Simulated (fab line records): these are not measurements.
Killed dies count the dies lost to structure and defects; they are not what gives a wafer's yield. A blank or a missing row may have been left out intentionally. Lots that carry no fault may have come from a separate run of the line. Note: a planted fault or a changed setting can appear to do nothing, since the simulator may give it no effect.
Matching of chambers :: flow nandHarc :: NHARC_P_BONDPAD_ETCH_37 on rieDiel-09: 4 sister chambers
The step etches the open film in N2/H2, target depth 60 nm, overetch 18 nm, time 65.91 s. 14 wafers are shown with their chamber, then 7 later ones without.

== WAFERS, EACH WITH ITS CHAMBER ==
wafer: L178.2
chamber: 2
drypumpMotorCurrentA (A): 5.5
rfVppV (V): 427.1
oesProductAu (a.u.): 0.984

wafer: L178.5
chamber: 0
drypumpMotorCurrentA (A): 6.4
rfVppV (V): 428.2
oesProductAu (a.u.): 1.006

wafer: L178.6
chamber: 1
drypumpMotorCurrentA (A): 4.9
rfVppV (V): 434.0
oesProductAu (a.u.): 0.993

wafer: L176.3
chamber: 0
drypumpMotorCurrentA (A): 6.4
rfVppV (V): 427.4
oesProductAu (a.u.): 0.996

wafer: L176.5
chamber: 2
drypumpMotorCurrentA (A): 5.4
rfVppV (V): 426.8
oesProductAu (a.u.): 0.992

wafer: L176.6
chamber: 0
drypumpMotorCurrentA (A): 6.4
rfVppV (V): 427.2
oesProductAu (a.u.): 1.006

wafer: L182.2
chamber: 3
drypumpMotorCurrentA (A): 6.0
rfVppV (V): 428.8
oesProductAu (a.u.): 0.993

wafer: L182.4
chamber: 2
drypumpMotorCurrentA (A): 5.4
rfVppV (V): 426.5
oesProductAu (a.u.): 0.987

wafer: L182.6
chamber: 3
drypumpMotorCurrentA (A): 6.0
rfVppV (V): 426.6
oesProductAu (a.u.): 0.986

wafer: L183.2
chamber: 3
drypumpMotorCurrentA (A): 6.0
rfVppV (V): 430.4
oesProductAu (a.u.): 0.995

wafer: L183.5
chamber: 3
drypumpMotorCurrentA (A): 6.0
rfVppV (V): 428.0
oesProductAu (a.u.): 1.003

wafer: L183.6
chamber: 0
drypumpMotorCurrentA (A): 6.3
rfVppV (V): 428.5
oesProductAu (a.u.): 1.008

wafer: L185.1
chamber: 0
drypumpMotorCurrentA (A): 6.3
rfVppV (V): 425.9
oesProductAu (a.u.): 1.002

wafer: L185.3
chamber: 3
drypumpMotorCurrentA (A): 6.0
rfVppV (V): 428.3
oesProductAu (a.u.): 0.997

SIGNATURES, as means of the wafers listed above
reading: drypumpMotorCurrentA
chamber 0: 6.360
chamber 1: 4.900
chamber 2: 5.433
chamber 3: 6.000
scatter within a chamber: 0.0432

reading: rfVppV
chamber 0: 427.440
chamber 1: 434.000
chamber 2: 426.800
chamber 3: 428.420
scatter within a chamber: 1.09

reading: oesProductAu
chamber 0: 1.00360
chamber 1: 0.99300
chamber 2: 0.98767
chamber 3: 0.99480
scatter within a chamber: 0.00526
Rule: distance of a wafer from a chamber = root of the sum over the readings of ((wafer's reading minus chamber's mean) / reading's scatter) squared. The wafer belongs to the nearest chamber; if the next one is less than 2 further off, it can't be placed. The scatter is the square root of a quotient: the sum, over the shown wafers, of each reading's squared deviation from its chamber's mean, divided by wafers minus chambers.

== WAFERS WHOSE CHAMBER IS MISSING ==
wafer: L185.5
drypumpMotorCurrentA (A): 5.4
rfVppV (V): 425.9
oesProductAu (a.u.): 0.984

wafer: L184.3
drypumpMotorCurrentA (A): 5.5
rfVppV (V): 427.6
oesProductAu (a.u.): 0.976

wafer: L184.4
drypumpMotorCurrentA (A): 4.9
rfVppV (V): 432.0
oesProductAu (a.u.): 0.986

wafer: L184.6
drypumpMotorCurrentA (A): 5.5
rfVppV (V): 426.4
oesProductAu (a.u.): 0.981

wafer: L186.4
drypumpMotorCurrentA (A): 6.0
rfVppV (V): 427.4
oesProductAu (a.u.): 1.004

wafer: L186.5
drypumpMotorCurrentA (A): 6.4
rfVppV (V): 428.6
oesProductAu (a.u.): 1.003

wafer: L186.6
drypumpMotorCurrentA (A): 4.9
rfVppV (V): 434.0
oesProductAu (a.u.): 1.004

== WHICH CHAMBER EACH WENT THROUGH ==
wafer: L185.5
from the rows above: 2
in truth: 2

wafer: L184.3
from the rows above: 2
in truth: 2

wafer: L184.4
from the rows above: 1
in truth: 1

wafer: L184.6
from the rows above: 2
in truth: 2

wafer: L186.4
from the rows above: 3
in truth: 3

wafer: L186.5
from the rows above: 0
in truth: 0

wafer: L186.6
from the rows above: 1
in truth: 1
Placed correctly: 7 of 7. Left unplaced by these rows: 0. Number placed wrongly: 0.
